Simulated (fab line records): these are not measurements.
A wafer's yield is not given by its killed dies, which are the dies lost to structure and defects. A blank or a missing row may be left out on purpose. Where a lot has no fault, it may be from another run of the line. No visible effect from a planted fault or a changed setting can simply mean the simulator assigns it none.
Split-lot experiment | flow n5 finfet | 39 wafers read across 7 lots, on a route 1938 steps long

THE SPLIT ITSELF
At N5_SPACER0_ALD_07 (deposits SiNx, target thk 2 nm), the setting target thk a was moved away from the recipe's 20 angstrom on 12 of the 39 wafers read, by -6.8% to +15.5%. The other wafers ran this setting at the recipe's value.

The reading is taken at the split's own step.

THE READING
SiNx_of_SPACER0_ALD_07.thk nm (the simulator's own value, which no gauge read), in nm, at N5_SPACER0_ALD_07 (deposits SiNx, target thk 2 nm). The file does not state a usual value for it.

wafer  | tool, chamber at the split | target thk a as run, angstrom | against the recipe | SiNx_of_SPACER0_ALD_07.thk nm, nm | against lot-mates on the recipe
L074.1 | ald sin-02, 0,3,1,2,2,1    | 20                            | recipe             | 2                                 | -
L074.2 | ald sin-02, 0,3,1,2,2,1    | 20                            | recipe             | 2                                 | -
L074.3 | ald sin-02, 0,3,1,2,2,1    | 20                            | recipe             | 2                                 | -
L074.4 | ald sin-02, 0,3,1,2,2,1    | 20                            | recipe             | 2                                 | -
L074.5 | ald sin-02, 0,3,1,2,2,1    | 20                            | recipe             | 2                                 | -
L074.6 | ald sin-02, 0,3,1,2,2,1    | 20                            | recipe             | 2                                 | -
L076.1 | ald sin-03, 0,2,3,1,2,1    | 20                            | recipe             | 2                                 | -
L076.2 | ald sin-03, 0,2,3,1,2,1    | 20                            | recipe             | 2                                 | -
L076.3 | ald sin-03, 0,2,3,1,2,1    | 20                            | recipe             | 2                                 | -
L076.4 | ald sin-03, 0,2,3,1,2,1    | 20                            | recipe             | 2                                 | -
L076.5 | ald sin-03, 0,2,3,1,2,1    | 20                            | recipe             | 2                                 | -
L076.6 | ald sin-03, 0,2,3,1,2,1    | 20                            | recipe             | 2                                 | -
L081.1 | ald sin-01, 2,0,3          | 20                            | recipe             | 2                                 | -
L081.2 | ald sin-01, 2,0,3          | 20                            | recipe             | 2                                 | -
L081.4 | ald sin-01, 2,0,3          | 20                            | recipe             | 2                                 | -
L081.3 | ald sin-01, 1              | 18.97                         | -5.2%              | 2                                 | +0.0
L081.5 | ald sin-01, 1              | 18.97                         | -5.2%              | 2                                 | +0.0
L081.6 | ald sin-01, 2              | 18.97                         | -5.2%              | 1.8                               | -0.2
L082.1 | ald sin-01, 3,2,3          | 20                            | recipe             | 2                                 | -
L082.5 | ald sin-01, 3,2,3          | 20                            | recipe             | 2                                 | -
L082.6 | ald sin-01, 3,2,3          | 20                            | recipe             | 2                                 | -
L082.2 | ald sin-01, 2,0,0          | 23.11                         | +15.5%             | 2.4                               | +0.4
L082.3 | ald sin-01, 2,0,0          | 23.11                         | +15.5%             | 2.4                               | +0.4
L082.4 | ald sin-01, 2,0,0          | 23.11                         | +15.5%             | 2.4                               | +0.4
L086.1 | ald sin-01, 1,1,2          | 20                            | recipe             | 2                                 | -
L086.5 | ald sin-01, 1,1,2          | 20                            | recipe             | 2                                 | -
L086.6 | ald sin-01, 1,1,2          | 20                            | recipe             | 2                                 | -
L086.2 | ald sin-01, 2,0,3          | 23.1                          | +15.5%             | 2.4                               | +0.4
L086.3 | ald sin-01, 2,0,3          | 23.1                          | +15.5%             | 2.4                               | +0.4
L086.4 | ald sin-01, 2,0,3          | 23.1                          | +15.5%             | 2.4                               | +0.4
L090.2 | ald sin-02, 2,0,1          | 20                            | recipe             | 2                                 | -
L090.3 | ald sin-02, 2,0,1          | 20                            | recipe             | 2                                 | -
L090.5 | ald sin-02, 2,0,1          | 20                            | recipe             | 2                                 | -
L097.1 | ald sin-03, 3,1,2          | 18.65                         | -6.8%              | 1.8                               | -0.2
L097.3 | ald sin-03, 3,1,2          | 18.65                         | -6.8%              | 1.8                               | -0.2
L097.5 | ald sin-03, 3,1,2          | 18.65                         | -6.8%              | 1.8                               | -0.2
L097.2 | ald sin-03, 0,2,3          | 20                            | recipe             | 2                                 | -
L097.4 | ald sin-03, 0,2,3          | 20                            | recipe             | 2                                 | -
L097.6 | ald sin-03, 0,2,3          | 20                            | recipe             | 2                                 | -
The file does not say which wafer passed through which chamber wherever a row lists several chambers: such a row stands for several wafers.

THE FIT
A straight line over all 39 wafers: SiNx_of_SPACER0_ALD_07.thk nm changes by +0.0253 nm for each +1% of target thk a; r = +0.98; the points scatter about the line by 0.033 nm.
The same after taking each lot's own level away (the mean of its wafers on the recipe; 39 wafers): +0.0253 nm for each +1%; r = +0.98; scatter 0.033 nm.
That fit puts the effect of the largest move of target thk a on the reading at 0.39 nm.
The lots' own levels span 2.00 to 2.00 nm.
Hence the lot-to-lot level has little effect on the slope; both slopes agree.
Check: +0.397 nm against its lot-mates is what the line predicts for one of the wafers moved furthest among these (+15.5%) when that wafer is left out of the fit. Against them it came out at +0.4 nm.

ADDITIONAL SPLITS CARRIED BY THESE WAFERS
These wafers also went through other splits before the reading. Each is held against what the fit with the lots' levels taken away leaves over:
other split on the same wafers  | wafers away from the commonest value | r with SiNx_of_SPACER0_ALD_07.thk nm (lot level and that fit taken away)
N5_DUMMY_GATE_EXPOSE_12 dose mj | 9                                    | +0.12
N5_DUMMY_GATE_ETCH_32 time s    | 15                                   | +0.11

THE FILE'S OWN FIT
SiNx_of_SPACER0_ALD_07.thk nm changes by +0.0255 nm for each +1% of target thk a, r = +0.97.
